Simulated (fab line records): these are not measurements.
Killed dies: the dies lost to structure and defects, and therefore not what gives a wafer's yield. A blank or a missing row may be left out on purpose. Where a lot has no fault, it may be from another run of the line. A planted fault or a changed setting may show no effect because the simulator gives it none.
Problem report in the 8D (eight disciplines) form, filled by code    flow nand_harc    the parts of the form that need people (team, actions taken, sign-off) are left out

## 1. WHAT IS WRONG
At NHARC_END_SORT_01, killed_at_array averages 112 over 6 wafers from 2 lots, while fault-free wafers read 29, standard deviation 11. That is +7.6 standard deviations from the usual mean.
First seen on wafer L102.2, day 22 03:11, on prober-01. At this step, 42 wafers from 14 lots have a number in the record. The rule behind "out" and "out of limits": a value lying over 4 standard deviations away from the usual mean. The other wafers with a number count as sound.

## 2. WHAT THIS IS AND IS NOT
question                     is                            is not
which readings at this step  killed_at_array, killed_dies  killed_at_periphery, killed_open, killed_short
which lots                   L102, L103                    L108, L110, L112, L114, L115, L992, L993, L994, L995, L996, L997, L998
which wafers of those lots   all that have a number        -
read on which gauges         prober-01, prober-02          -
when                         from day 22 03:11             up to then (21 sound wafers); but 15 sound wafers of L108, L110, L112, L114, L115 came after

## 3. SUSPECTS, AND WHAT RULES EACH OUT
Counting: any tool at a process step up to the reading is kept as a suspect provided that every lot that is out went through it and no sound lot did after the first of them.
- ruled out: the gauge at NHARC_END_SORT_01. Those wafers that are out were read across 2 gauges (prober-01, prober-02).
- pvd_sputter-01 at NHARC_A_M0_PVD_21 (deposits Cu, target thk 30 nm, time 20.49 s): kept. Every lot that is out went through it, starting with L102 (day 20 12:14), and after that it ran no sound lot; the last sound lot it ran before then is L997 (day 19 01:28).
- plasma_asher-02 at NHARC_THIN_TSV_STRIP_56 (strips in O2): ruled out as a lasting fault. Sound lots L110, L115 ran on it after its first lot that is out, L102 (day 21 18:07).
After counting, what remains is pvd_sputter-01 at NHARC_A_M0_PVD_21.

## 4. THE CAUSE (what the simulator had put in)
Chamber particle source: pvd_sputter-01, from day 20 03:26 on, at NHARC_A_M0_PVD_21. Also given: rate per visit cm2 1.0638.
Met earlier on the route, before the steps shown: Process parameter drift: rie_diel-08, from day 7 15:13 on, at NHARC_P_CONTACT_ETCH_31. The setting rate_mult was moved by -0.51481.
Only this tool survived the counting.

## 5. SEQUENCE OF EFFECTS, ordered by route
Each row: a reading where the mean over the struck wafers with a number is more than 3 standard deviations away from the usual. Only readings for which the record gives a usual standard deviation are gone through. hours: the time from each lot's start at the first step in this table that gives one to its start at this step, as a median over the lots. sigmas: the change in usual standard deviations.
hours  step               reading          usual  on struck wafers  change  sigmas
0      NHARC_END_SORT_01  killed_at_array  29     112               +83     +7.6
0      NHARC_END_SORT_01  killed_dies      33     118               +85     +7.1

## 6. WHAT WOULD HAVE CAUGHT IT SOONER
48 hours passed between the start of the fault at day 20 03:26 and the first reading out of limits at a measuring or inspecting step in this record, taken at day 22 03:11.
An alarm limit of 4 standard deviations would not have fired on the tool readings at NHARC_A_M0_PVD_21 for which the record gives a usual standard deviation, since none of them was out on any struck wafer.
The start of NHARC_A_M0_PVD_21 on pvd_sputter-01 came by day 22 03:11 for every one of the lots that are out (2). Had the tool been put on hold then, not one of them would have been saved.
